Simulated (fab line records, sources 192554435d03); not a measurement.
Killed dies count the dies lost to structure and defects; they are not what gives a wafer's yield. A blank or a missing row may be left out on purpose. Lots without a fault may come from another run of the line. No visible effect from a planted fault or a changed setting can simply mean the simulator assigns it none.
fab line records	flow n5_finfet
record: lots: 6	wafers: 18	last_day: 18
route steps=1938 shown BEOL_M2@848 BEOL_M4@1111
lots untouched by any fault: they come from a run of this same line in which no faults occurred
start_h: the number of hours between the record's first day and the start of the first shown wafer of the lot	wait_h: hours elapsed since this lot's preceding step	" the same as in the row above	L1.1+2: a row that stands for several wafers	- no value, or no start given	* or withheld: withheld	< > ~ a bound
route shown NAME@n: NAME is a module with steps in the file, n the number in the route of the first one	usual: mean and standard deviation over wafers with no fault	same: alike in all rows	chamber/n: place in a boat	sites: each site's reading	_std_site: standard deviation of those values	_edge_site: inner sites' mean taken away from outer sites' mean	radius_mm: for every site, how far away it sits from the centre of the wafer	mask NAME#n: copy n	behind: the most recent tool/chamber to have shaped the wafer	hold: cause of the lot's hold/its duration in hours/its outcome	device: the n, p or np transistor that did not switch	end of line: at the end of the route, the tests of the same wafers	for a step that has no rows: nothing shown but its recipe	killed: at the first sort, the dies lost to defects and structure; wafer yield is something else	map: shows each die of a wafer: x if killed, . if not, _ if none is there
set.NAME: the run value of the setting; set.NAME@STEP: its run value at that earlier step	model.NAME: the simulator's own value behind a step, which no gauge read
lots at some steps of the route; a table a step, a row a wafer
services: from which hour (start_h, from the record's first day; less than 0 if before it) a tool's chamber was out of use, for how many hours, and why
== steps ==
step: N5_BEOL_M2_COAT_05
recipe: resist: CAR-EUV	spin_rpm: 1500	resist_thk_nm: 30
step: N5_BEOL_M2_EBR_07
recipe: solvent: PGMEA	ebr_width_mm: 1.5
step: N5_BEOL_M2_SOFTBAKE_06
recipe: temp_c: 110	time_s: 60	resist: CAR-EUV
step: N5_BEOL_M2_EXPOSE_08
recipe: mask_id: M2	na: 0.33	source_shape: dipole	sigma_inner: 0.369	sigma_outer: 0.767	polarization: unpolarized	dose_mj: 41.25
step: N5_BEOL_M2_PEB_09
recipe: peb_temp_c: 100	peb_time_s: 60	resist: CAR-EUV
step: N5_BEOL_M2_DEVELOP_10
recipe: develop_time_s: 30	developer: TMAH	resist: CAR-EUV	rinse_liquid: surfactant_rinse	dry: air_spin	dev_temp_c: 23
step: N5_BEOL_M2_CD_MEAS_11
recipe: target_cd_nm: 16.79	landing_energy_ev: 500	detector: se_inlens	polarity: opening
usual: cd_nm: 16.75/0.23
lot.wafer	tool	chamber	start_h	wait_h	cd_nm
L184.1	cd_sem-02	0	180.35	-	16.99
L184.4	"	0	"	"	16.61
L184.5	"	0	"	"	16.82
L192.2	cd_sem-02	0	217.30	-	16.60
L192.3	"	0	"	"	16.71
L192.6	"	0	"	"	16.40
L193.2	cd_sem-02	0	221.11	-	16.18
L193.4	"	0	"	"	16.57
L193.5	"	0	"	"	16.72
L199.1	cd_sem-01	0	254.50	-	16.81
L199.2	"	0	"	"	17.00
L199.6	"	0	"	"	17.17
L200.1	cd_sem-02	0	265.38	-	16.30
L200.4	"	0	"	"	16.13
L200.6	"	0	"	"	16.71
L202.1	cd_sem-02	0	271.46	-	16.62
L202.4	"	0	"	"	16.75
L202.6	"	0	"	"	16.66
step: N5_BEOL_M2_OVL_MEAS_12
recipe: points_per_wafer: 522
usual: M2_OVL: -0.4/0.8
lot.wafer	tool	chamber	start_h	wait_h	M2_OVL[nm]
L184.1	overlay-01	0	180.38	0.0	0.7
L184.4	"	0	"	"	-0.2
L184.5	"	0	"	"	0.1
L192.2	overlay-02	0	217.34	0.0	-0.5
L192.3	"	0	"	"	-0.9
L192.6	"	0	"	"	-0.4
L193.2	overlay-02	0	221.16	0.0	0.3
L193.4	"	0	"	"	0.2
L193.5	"	0	"	"	0.1
L199.1	overlay-02	0	254.53	0.0	-0.8
L199.2	"	0	"	"	-0.1
L199.6	"	0	"	"	0.0
L200.1	overlay-01	0	265.41	0.0	-0.1
L200.4	"	0	"	"	0.4
L200.6	"	0	"	"	1.3
L202.1	overlay-01	0	271.49	0.0	-1.1
L202.4	"	0	"	"	0.2
L202.6	"	0	"	"	0.1
step: N5_BEOL_M2_INSPECT_13
recipe: mode: adi	inspect_instrument: brightfield
usual: raw_defect_count: 439/110
lot.wafer	tool	chamber	start_h	wait_h	raw_defect_count
L184.1	defect_inspect-02	-	180.44	0.1	542
L184.4	"	-	"	"	775
L184.5	"	-	"	"	663
L192.2	defect_inspect-02	-	217.39	0.0	359
L192.3	"	-	"	"	340
L192.6	"	-	"	"	383
L193.2	defect_inspect-01	-	221.21	0.0	444
L193.4	"	-	"	"	437
L193.5	"	-	"	"	542
L199.1	defect_inspect-02	-	254.59	0.1	486
L199.2	"	-	"	"	778
L199.6	"	-	"	"	461
L200.1	defect_inspect-01	-	265.47	0.1	402
L200.4	"	-	"	"	337
L200.6	"	-	"	"	286
L202.1	defect_inspect-01	-	271.54	0.1	508
L202.4	"	-	"	"	415
L202.6	"	-	"	"	439
step: N5_BEOL_M2_DESCUM_16
recipe: chemistry: O2	time_s: 7	source_power_w: 50	bias_power_w: 20	pressure_mtorr: 20	rf_frequency_hz: 2.712e+07	temp_c: 40	resist: CAR-EUV	o2_flow_sccm: 225
usual: drypump_motor_current_A: 5.7/0.46	o2_flow_sccm: 224.9/0.63	oes_product_au: 0.80/0.064	rf_vpp_V: 242.8/1.3	showerhead_plenum_p_Torr: 2.07/0.07	temp_c: 40.01/0.11	throttle_valve_pct: 20.35/0.12
lot.wafer	tool	chamber	start_h	wait_h	drypump_motor_current_A	o2_flow_sccm	oes_product_au	rf_hours_counter_h	rf_vpp_V	showerhead_plenum_p_Torr	temp_c	throttle_valve_pct
L184.1	rie_diel-02	3	180.79	0.3	5.9	224.2	0.77	136	244.3	2.19	39.97	20.15
L184.4	"	0	"	"	5.2	223.6	0.69	195	242.0	2.06	39.81	20.41
L184.5	"	3	"	"	5.9	223.9	0.75	-	244.8	2.19	40.11	20.13
L192.2	rie_diel-04	2	217.43	0.0	4.7	225.4	0.86	58	244.7	2.12	40.20	20.16
L192.3	"	1	"	"	5.4	224.3	0.75	156	241.4	2.00	40.32	20.50
L192.6	"	0	"	"	6.1	224.1	0.85	-	241.8	2.02	39.78	20.22
L193.2	rie_diel-01	1	222.02	0.8	5.0	225.2	0.91	13	244.9	2.25	40.14	20.47
L193.4	"	0	"	"	6.2	225.5	0.82	81	241.4	2.02	39.93	20.36
L193.5	"	2	"	"	5.7	225.0	0.76	-	243.3	2.10	40.00	20.47
L199.1	rie_diel-04	0	254.62	0.0	6.1	224.3	0.84	68	241.8	2.01	40.06	20.25
L199.2	"	1	"	"	5.4	225.8	0.73	168	242.3	2.00	40.06	20.53
L199.6	"	1	"	"	5.4	225.0	0.72	-	241.3	2.00	39.79	20.52
L200.1	rie_diel-04	2	265.50	0.0	4.7	224.2	0.83	76	242.6	2.11	39.89	20.18
L200.4	"	1	"	"	5.4	225.1	0.72	172	240.9	2.00	40.00	20.52
L200.6	"	0	"	"	6.1	226.5	0.83	-	242.7	2.01	39.98	20.24
L202.1	rie_diel-04	3	271.58	0.0	5.5	224.4	0.81	80	243.7	2.12	40.15	20.43
L202.4	"	2	"	"	4.7	224.4	0.84	78	243.2	2.11	39.96	20.20
L202.6	"	3	"	"	5.5	224.9	0.81	-	244.6	2.12	40.21	20.43
step: N5_BEOL_M2_ETCH_74
recipe: chemistry: N2/H2	target: underlayer	target_depth_a: 65	mask_material: CAR-EUV	time_s: 5.2	ion_energy_ev: 200	pressure_mtorr: 30	source_w: 840	bias_w: 150	n2_flow_sccm: 200	h2_flow_sccm: 200	ends: cleared
usual: bias_w: 150.0/0.43	chamber_pressure_mTorr: 30.00/0.04	drypump_motor_current_A: 5.7/0.46	etch_rf_on_time_s: 5.22/0.08	oes_product_au: 0.68/0.053	rf_vpp_V: 523.0/2.5	showerhead_plenum_p_Torr: 2.52/0.077	throttle_valve_pct: 17.81/0.22
lot.wafer	tool	chamber	start_h	wait_h	bias_w	chamber_pressure_mTorr	drypump_motor_current_A	etch_rf_on_time_s	oes_product_au	rf_hours_counter_h	rf_vpp_V	showerhead_plenum_p_Torr	throttle_valve_pct
L184.1	rie_diel-02	3	180.82	0.0	150.2	30.01	5.9	5.15	0.65	136	527.5	2.66	17.55
L184.4	"	0	"	"	150.2	29.98	5.2	5.36	0.60	195	524.9	2.52	18.00
L184.5	"	3	"	"	149.8	29.94	5.9	5.11	0.66	-	529.3	2.66	17.56
L192.2	rie_diel-04	2	217.46	0.0	150.2	30.03	4.8	5.29	0.73	58	523.8	2.58	17.55
L192.3	"	1	"	"	150.1	29.99	5.4	5.27	0.64	156	520.9	2.45	18.15
L192.6	"	0	"	"	150.0	30.01	6.2	5.16	0.72	-	519.7	2.47	17.69
L193.2	rie_diel-01	1	222.06	0.0	149.6	30.01	5.0	5.15	0.78	13	528.7	2.70	17.67
L193.4	"	0	"	"	150.7	29.98	6.3	5.15	0.69	81	520.6	2.45	17.71
L193.5	"	2	"	"	150.3	29.99	5.7	5.29	0.63	-	522.5	2.56	17.99
L199.1	rie_diel-04	0	254.66	0.0	150.0	30.01	6.1	5.14	0.71	68	521.1	2.46	17.74
L199.2	"	1	"	"	149.6	29.93	5.4	5.27	0.63	168	518.6	2.45	18.16
L199.6	"	1	"	"	150.1	30.01	5.4	5.29	0.64	-	521.1	2.45	18.17
L200.1	rie_diel-04	2	265.54	0.0	149.6	30.00	4.8	5.20	0.72	76	526.2	2.57	17.62
L200.4	"	1	"	"	149.9	30.08	5.4	5.24	0.63	172	521.9	2.45	18.17
L200.6	"	0	"	"	149.9	29.95	6.1	5.17	0.71	-	521.1	2.46	17.74
L202.1	rie_diel-04	3	271.61	0.0	149.1	30.04	5.5	5.23	0.69	80	524.2	2.55	17.68
L202.4	"	2	"	"	148.8	29.99	4.7	5.28	0.71	78	523.8	2.57	17.61
L202.6	"	3	"	"	149.9	30.01	5.5	5.17	0.69	-	524.3	2.55	17.67
step: N5_BEOL_M2_ETCH_63
recipe: chemistry: CF4	target: SiARC	target_depth_a: 156	mask_material: CAR-EUV	time_s: 26	ion_energy_ev: 80	pressure_mtorr: 40	source_w: 545	bias_w: 36	Ar_flow_sccm: 100	cf4_flow_sccm: 100	ends: cleared
usual: bias_w: 36.01/0.12	cf4_flow_sccm: 100.04/0.29	drypump_motor_current_A: 5.7/0.46	etch_rf_on_time_s: 26.1/0.42	mfc_ar_sccm: 99.96/0.26	oes_product_au: 0.68/0.054	rf_vpp_V: 183.8/1.2	showerhead_plenum_p_Torr: 2.13/0.06	throttle_valve_pct: 15.58/0.15
lot.wafer	tool	chamber	start_h	wait_h	bias_w	cf4_flow_sccm	drypump_motor_current_A	etch_rf_on_time_s	mfc_ar_sccm	oes_product_au	rf_hours_counter_h	rf_vpp_V	showerhead_plenum_p_Torr	throttle_valve_pct
L184.1	rie_diel-02	3	180.84	0.0	36.02	99.53	5.9	26.0	99.85	0.65	136	184.8	2.23	15.31
L184.4	"	0	"	"	36.11	100.82	5.2	26.7	99.88	0.60	195	185.8	2.14	15.77
L184.5	"	3	"	"	35.87	99.79	5.9	25.9	100.11	0.65	-	185.5	2.23	15.32
L192.2	rie_diel-04	2	217.48	0.0	35.88	99.90	4.7	26.3	100.29	0.73	58	183.3	2.17	15.36
L192.3	"	1	"	"	36.16	99.68	5.4	26.0	99.90	0.64	156	184.0	2.05	15.65
L192.6	"	0	"	"	36.19	100.22	6.1	25.7	99.97	0.73	-	182.5	2.11	15.61
L193.2	rie_diel-01	1	222.07	0.0	36.15	100.16	5.0	25.5	99.83	0.78	13	184.9	2.26	15.39
L193.4	"	0	"	"	36.10	100.10	6.2	25.4	99.71	0.70	81	183.1	2.09	15.69
L193.5	"	2	"	"	35.83	100.15	5.6	26.3	100.09	0.64	-	185.4	2.14	15.60
L199.1	rie_diel-04	0	254.68	0.0	35.92	99.83	6.2	25.6	100.18	0.71	68	183.7	2.10	15.62
L199.2	"	1	"	"	36.15	99.93	5.4	26.2	99.87	0.63	168	182.0	2.05	15.65
L199.6	"	1	"	"	36.00	99.84	5.4	26.3	99.97	0.64	-	183.2	2.05	15.66
L200.1	rie_diel-04	2	265.55	0.0	36.03	99.84	4.7	26.5	100.41	0.71	76	185.0	2.16	15.38
L200.4	"	1	"	"	35.92	99.85	5.4	26.2	100.14	0.63	172	181.6	2.05	15.67
L200.6	"	0	"	"	36.26	100.13	6.1	25.9	99.99	0.70	-	184.7	2.10	15.63
L202.1	rie_diel-04	3	271.63	0.0	36.14	100.00	5.5	26.4	99.74	0.69	80	184.4	2.18	15.61
L202.4	"	2	"	"	35.85	99.76	4.7	26.3	100.15	0.71	78	184.1	2.16	15.40
L202.6	"	3	"	"	36.01	100.21	5.5	26.5	99.83	0.68	-	183.3	2.18	15.60
step: N5_BEOL_M2_ETCH_64
recipe: chemistry: N2/H2	target: SOC	target_depth_a: 750	overetch_a: 225	mask_material: SiARC	temp_c: 40	time_s: 121.9	ion_energy_ev: 200	pressure_mtorr: 30	source_w: 840	bias_w: 150	n2_flow_sccm: 200	h2_flow_sccm: 200
usual: bias_w: 150.0/0.46	chamber_pressure_mTorr: 29.998/0.028	drypump_motor_current_A: 5.7/0.46	oes_product_au: 0.61/0.045	rf_vpp_V: 523.1/2.3	showerhead_plenum_p_Torr: 2.52/0.077	temp_c: 40.02/0.12	throttle_valve_pct: 17.77/0.22
lot.wafer	tool	chamber	start_h	wait_h	bias_w	chamber_pressure_mTorr	drypump_motor_current_A	oes_product_au	rf_hours_counter_h	rf_vpp_V	showerhead_plenum_p_Torr	temp_c	throttle_valve_pct	model.SiARC_of_BEOL_M2_COAT_62.thk_nm	model.underlayer_of_BEOL_M2_COAT_73.thk_nm
L184.1	rie_diel-02	3	180.87	0.0	149.5	29.947	5.9	0.58	136	525.7	2.66	39.91	17.51	6.2	0
L184.4	"	0	"	"	149.5	29.999	5.2	0.54	195	525.2	2.53	39.82	17.98	6.4	0
L184.5	"	3	"	"	149.5	29.973	5.9	0.58	-	527.9	2.66	39.94	17.50	6.2	0
L192.2	rie_diel-04	2	217.51	0.0	-	-	-	-	-	-	-	-	-	12	5
L192.3	"	1	"	"	-	-	-	-	-	-	-	-	-	12	5
L192.6	"	0	"	"	-	-	-	-	-	-	-	-	-	12	5
L193.2	rie_diel-01	1	222.10	0.0	-	-	-	-	-	-	-	-	-	12	5
L193.4	"	0	"	"	-	-	-	-	-	-	-	-	-	12	5
L193.5	"	2	"	"	-	-	-	-	-	-	-	-	-	12	5
L199.1	rie_diel-04	0	254.70	0.0	150.3	30.033	6.1	0.63	68	521.3	2.46	40.10	17.67	6.2	0
L199.2	"	1	"	"	149.9	30.017	5.4	0.56	168	521.3	2.45	40.13	18.12	6.4	0
L199.6	"	1	"	"	149.9	29.988	5.4	0.56	-	519.6	2.45	39.85	18.14	6.4	0
L200.1	rie_diel-04	2	265.58	0.0	149.9	30.025	4.7	0.64	76	524.8	2.57	40.27	17.59	6.2	0
L200.4	"	1	"	"	149.6	29.980	5.4	0.56	172	520.9	2.45	39.98	18.14	6.4	0
L200.6	"	0	"	"	149.4	30.004	6.2	0.61	-	521.8	2.46	39.94	17.68	6.2	0
L202.1	rie_diel-04	3	271.66	0.0	150.2	29.965	5.5	0.62	80	523.6	2.55	40.11	17.63	6.2	0
L202.4	"	2	"	"	150.5	30.032	4.8	0.64	78	524.5	2.57	40.23	17.59	6.4	0
L202.6	"	3	"	"	150.0	29.992	5.5	0.62	-	525.8	2.55	40.22	17.63	6.4	0
step: N5_BEOL_M2_STRIP_65
recipe: chemistry: N2/H2	temp_c: 40	n2_flow_sccm: 200	h2_flow_sccm: 200	rf_frequency_hz: 6e+07
step: N5_BEOL_M2_STRIP_75
recipe: chemistry: N2/H2	temp_c: 40	n2_flow_sccm: 200	h2_flow_sccm: 200	rf_frequency_hz: 6e+07
step: N5_BEOL_M2_STRIP_66
recipe: chemistry: CF4	resist: SiARC	power_w: 300	bias_power_w: 75	pressure_mtorr: 50	cf4_flow_sccm: 150	rf_frequency_hz: 6e+07
usual: drypump_motor_current_A: 5.7/0.46	oes_product_au: 0.79/0.059	power_w: 300.0/0.84	rf_vpp_V: 270.8/1.4	showerhead_plenum_p_Torr: 1.78/0.047	throttle_valve_pct: 13.54/0.15
lot.wafer	tool	chamber	start_h	wait_h	drypump_motor_current_A	oes_product_au	power_w	rf_hours_counter_h	rf_vpp_V	showerhead_plenum_p_Torr	throttle_valve_pct
L184.1	rie_diel-02	3	181.00	0.0	5.9	0.76	300.6	136	273.1	1.86	13.30
L184.4	"	0	"	"	5.2	0.70	301.2	195	271.3	1.79	13.76
L184.5	"	3	"	"	5.9	0.75	299.6	-	271.3	1.86	13.28
L192.2	rie_diel-04	2	217.64	0.0	4.7	0.86	299.6	58	271.9	1.82	13.32
L192.3	"	1	"	"	5.4	0.74	299.6	156	270.2	1.73	13.62
L192.6	"	0	"	"	6.1	0.84	298.7	-	268.7	1.77	13.55
L193.2	rie_diel-01	1	222.23	0.0	5.0	0.89	298.6	13	273.1	1.89	13.33
L193.4	"	0	"	"	6.2	0.80	299.1	81	270.5	1.76	13.64
L193.5	"	2	"	"	5.6	0.74	298.7	-	269.2	1.79	13.58
L199.1	rie_diel-04	0	254.84	0.0	6.1	0.82	299.6	68	272.3	1.76	13.59
L199.2	"	1	"	"	5.4	0.73	301.2	168	270.9	1.72	13.66
L199.6	"	1	"	"	5.4	0.73	300.8	-	269.9	1.72	13.64
L200.1	rie_diel-04	2	265.71	0.0	4.8	0.84	299.5	76	270.6	1.81	13.36
L200.4	"	1	"	"	5.4	0.73	300.6	172	268.9	1.72	13.68
L200.6	"	0	"	"	6.1	0.81	301.1	-	270.1	1.76	13.57
L202.1	rie_diel-04	3	271.79	0.0	5.5	0.80	297.8	80	272.1	1.81	13.52
L202.4	"	2	"	"	4.7	0.83	299.5	78	272.8	1.81	13.37
L202.6	"	3	"	"	5.5	0.80	299.9	-	271.5	1.81	13.53
step: N5_BEOL_M2_HM_OPEN_17
recipe: chemistry: Cl2/BCl3	target_depth_a: 200	overetch_a: 60	target: TiN	mask_material: SOC	ion_energy_ev: 150	pressure_mtorr: 10	icp_w: 1000	bias_w: 126	Cl2_flow_sccm: 53.25	bcl3_flow_sccm: 21.75	Ar_flow_sccm: 25
usual: bcl3_flow_sccm: 21.75/0.057	drypump_motor_current_A: 5.8/0.35	he_backside_leak_sccm: 3.4/0.4	mfc_ar_sccm: 25.00/0.066	oes_product_au: 0.68/0.084	throttle_valve_pct: 22.13/0.16
lot.wafer	tool	chamber	start_h	wait_h	bcl3_flow_sccm	drypump_motor_current_A	he_backside_leak_sccm	mfc_ar_sccm	oes_product_au	rf_hours_counter_h	throttle_valve_pct
L184.1	rie_metal-03	0	181.04	0.0	21.83	5.5	3.2	25.02	0.77	5	22.25
L184.4	"	0	"	"	21.82	5.5	3.6	24.97	0.77	-	22.24
L184.5	"	0	"	"	21.77	5.5	3.4	24.92	0.76	-	22.25
L192.2	rie_metal-01	0	217.68	0.0	21.84	6.3	3.1	24.88	0.29	53	22.60
L192.3	"	1	"	"	21.75	5.7	3.2	25.05	0.29	-	22.89
L192.6	"	1	"	"	21.69	5.7	3.4	25.08	0.29	-	22.89
L193.2	rie_metal-01	0	222.28	0.0	21.76	6.3	3.0	24.92	0.28	54	22.59
L193.4	"	0	"	"	21.75	6.3	3.0	25.06	0.29	-	22.59
L193.5	"	0	"	"	21.72	6.3	3.1	24.99	0.29	-	22.60
L199.1	rie_metal-01	1	254.88	0.0	21.82	5.7	3.3	25.03	0.65	47	22.24
L199.2	"	0	"	"	21.68	6.4	3.3	25.05	0.64	57	21.93
L199.6	"	1	"	"	21.75	5.8	3.4	24.99	0.65	-	22.23
L200.1	rie_metal-01	1	265.75	0.0	21.74	5.7	3.2	25.01	0.65	49	22.26
L200.4	"	0	"	"	21.83	6.3	3.0	24.89	0.65	-	21.97
L200.6	"	1	"	"	21.73	5.8	3.2	25.10	0.65	-	22.25
L202.1	rie_metal-02	1	271.83	0.0	21.71	5.9	3.1	25.05	0.89	0	22.13
L202.4	"	1	"	"	21.69	5.9	3.2	25.06	0.88	-	22.12
L202.6	"	0	"	"	21.71	6.2	3.4	25.04	0.80	-	21.94
step: N5_BEOL_M2_STRIP_19
recipe: chemistry: O2	power_w: 400	temp_c: 40	pressure_mtorr: 30	rf_frequency_hz: 6e+07	bias_power_w: 0	overash_fraction: 0.2	o2_flow_sccm: 225
usual: drypump_motor_current_A: 5.6/0.49	o2_flow_sccm: 225.1/0.65	oes_product_au: 0.80/0.059	rf_vpp_V: 3.7/0.46	showerhead_plenum_p_Torr: 2.07/0.067	temp_c: 40.02/0.11	throttle_valve_pct: 16.59/0.14
lot.wafer	tool	chamber	start_h	wait_h	drypump_motor_current_A	o2_flow_sccm	oes_product_au	rf_hours_counter_h	rf_vpp_V	showerhead_plenum_p_Torr	temp_c	throttle_valve_pct
L184.1	rie_diel-04	2	181.17	0.1	4.7	224.6	0.88	42	4.0	2.13	39.86	16.37
L184.4	"	0	"	"	6.1	225.1	0.87	36	3.3	2.03	40.06	16.42
L184.5	"	1	"	"	5.4	223.6	0.75	-	4.0	2.01	40.07	16.68
L192.2	rie_diel-04	0	217.79	0.1	6.1	225.6	0.84	53	3.2	2.02	40.06	16.47
L192.3	"	1	"	"	5.4	223.8	0.74	156	3.4	2.01	39.99	16.69
L192.6	"	2	"	"	4.7	225.9	0.85	-	4.8	2.12	40.13	16.42
L193.2	rie_diel-02	1	222.44	0.1	6.1	225.2	0.75	159	3.4	1.99	39.94	16.71
L193.4	"	3	"	"	5.9	224.3	0.75	-	4.2	2.19	40.05	16.43
L193.5	"	1	"	"	6.2	224.7	0.75	-	3.8	1.99	39.93	16.72
L199.1	rie_diel-04	0	254.99	0.1	6.1	224.6	0.83	68	3.3	2.02	39.99	16.50
L199.2	"	1	"	"	5.4	225.6	0.73	168	3.5	2.00	39.90	16.73
L199.6	"	3	"	"	5.5	225.4	0.82	-	4.3	2.12	40.09	16.64
L200.1	rie_diel-02	2	265.96	0.2	5.7	224.6	0.84	78	3.8	2.02	40.06	16.69
L200.4	"	0	"	"	5.2	226.1	0.69	226	3.4	2.06	40.21	16.77
L200.6	"	3	"	"	5.9	225.2	0.73	-	4.3	2.19	39.90	16.45
L202.1	rie_diel-04	3	271.94	0.1	5.5	224.8	0.81	80	2.9	2.12	40.10	16.64
L202.4	"	1	"	"	5.4	225.1	0.73	174	3.5	2.00	40.08	16.73
L202.6	"	2	"	"	4.7	224.8	0.84	-	3.7	2.12	40.07	16.42
step: N5_BEOL_M2_CD_MEAS_18
recipe: pitch_nm: 36	target_cd_nm: 18
usual: cd_nm: 17.91/0.29
lot.wafer	tool	chamber	start_h	wait_h	cd_nm
L184.1	cd_sem-02	-	181.24	0.0	17.78
L184.4	"	-	"	"	17.93
L184.5	"	-	"	"	17.94
L192.2	cd_sem-01	-	217.86	0.1	-
L192.3	"	-	"	"	-
L192.6	"	-	"	"	-
L193.2	cd_sem-03	-	222.51	0.1	-
L193.4	"	-	"	"	-
L193.5	"	-	"	"	-
L199.1	cd_sem-02	-	255.06	0.0	17.58
L199.2	"	-	"	"	17.85
L199.6	"	-	"	"	17.87
L200.1	cd_sem-03	-	266.03	0.0	17.48
L200.4	"	-	"	"	17.88
L200.6	"	-	"	"	17.62
L202.1	cd_sem-02	-	272.01	0.0	17.76
L202.4	"	-	"	"	17.88
L202.6	"	-	"	"	18.18
step: N5_BEOL_M2_COAT_67
recipe: resist: SOC	temp_c: 250	time_s: 60	spin_rpm: 1500	resist_thk_nm: 60
step: N5_BEOL_M4_RC_MEAS_101
usual: DIBL_N: 36.0/2	DIBL_P: 36.2/2.2	IOFF_N: 0.16/0.034	IOFF_P: 0.21/0.04	ION_N: 675/12	ION_P: 463/7.2	SS_N: 71.6/0.6	SS_P: 73.3/0.67	VT_N: 250/3	VT_P: -251/3.4
lot.wafer	tool	chamber	start_h	wait_h	DIBL_N[mV/V]	DIBL_P[mV/V]	IOFF_N[nA/um]	IOFF_P[nA/um]	ION_N[uA/um]	ION_P[uA/um]	SS_N[mV/dec]	SS_P[mV/dec]	VT_N[mV]	VT_P[mV]
L184.1	prober-02	0	215.20	0.0	37.3	37.3	0.19	0.21	681	461	72.3	73.5	247	-252
L184.4	"	0	"	"	33.7	32.7	0.13	0.15	669	454	70.9	73.0	251	-257
L184.5	"	0	"	"	34.7	33.7	0.14	0.16	668	449	71.6	72.6	249	-256
L199.1	prober-02	0	308.93	0.0	38.3	37.7	0.18	0.22	672	460	71.9	73.9	252	-249
L199.2	"	0	"	"	36.7	36.8	0.16	0.21	687	472	72.0	73.7	250	-248
L199.6	"	0	"	"	37.5	37.7	0.17	0.23	670	466	72.0	74.0	253	-251
L200.1	prober-02	0	314.66	0.0	34.8	34.0	0.14	0.17	673	464	70.5	73.1	252	-253
L200.4	"	0	"	"	35.9	34.4	0.14	0.17	661	451	70.8	73.0	249	-255
L200.6	"	0	"	"	32.5	31.0	0.10	0.14	659	456	70.5	72.0	253	-256
L202.1	prober-01	0	316.99	0.0	34.8	34.2	0.13	0.17	674	461	71.5	73.4	254	-253
L202.4	"	0	"	"	34.8	34.1	0.13	0.18	665	458	71.5	73.5	253	-253
L202.6	"	0	"	"	36.5	36.2	0.16	0.20	680	463	71.9	74.2	252	-252
== services ==
tool	chamber	start_h	hours	kind
rie_diel-01	1	162.05	-	clean
rie_diel-01	1	162.05	-	consumable_replace:focus_ring
rie_diel-01	1	162.05	-	consumable_replace:showerhead
rie_diel-01	1	162.05	22.6	scheduled_down
rie_diel-01	1	162.05	22.6	vent_cycle
rie_metal-02	0	182.77	-	clean
rie_metal-02	0	182.77	20.1	scheduled_down
rie_metal-02	0	182.77	20.1	vent_cycle
rie_diel-01	-	196.61	0.9	repair
rie_diel-04	3	198.02	17.3	repair
rie_metal-02	-	210.06	10.0	pm
rie_diel-02	2	220.41	6.5	repair
rie_diel-04	1	221.06	3.8	repair
rie_diel-01	2	231.74	9.0	repair
rie_metal-02	1	253.64	-	clean
rie_metal-02	1	253.64	17.3	scheduled_down
rie_metal-02	1	253.64	17.3	vent_cycle
== key ==
first_sign: step: N5_BEOL_M2_ETCH_64	reading: tool_record	direction: missing
effect: step: N5_BEOL_M2_HM_OPEN_17	reading: oes_product_au	direction: down	sigmas: 4.6	usual: 0.68	struck: 0.29
effect: step: N5_BEOL_M2_CD_MEAS_18	reading: cd_nm	direction: missing
model_effect: step: N5_BEOL_M2_ETCH_64	value: SiARC_of_BEOL_M2_COAT_62.thk_nm	without: 6.233	struck: 12
met_at N5_BEOL_M2_ETCH_64
struck_wafers L192.2,L192.3,L192.6,L193.2,L193.4,L193.5
later_rows_left_out L192.2,L192.3,L192.6,L193.2,L193.4,L193.5
sort_left_out L192.2,L192.3,L192.6,L193.2,L193.4,L193.5
fault: kind: skipped_step_whole	tool: rie_diel-01,rie_diel-04	chamber: -	onset_h: 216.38	steps: N5_BEOL_M2_ETCH_64	scope: struck_lots_only
sort_left_out: the simulated sort isn't trusted on such a fault, so these wafers' sort isn't shown, and their yield isn't known
later_rows_left_out: the simulator's readings of these wafers behind a module that went badly wrong aren't trusted and aren't shown, but for the sort
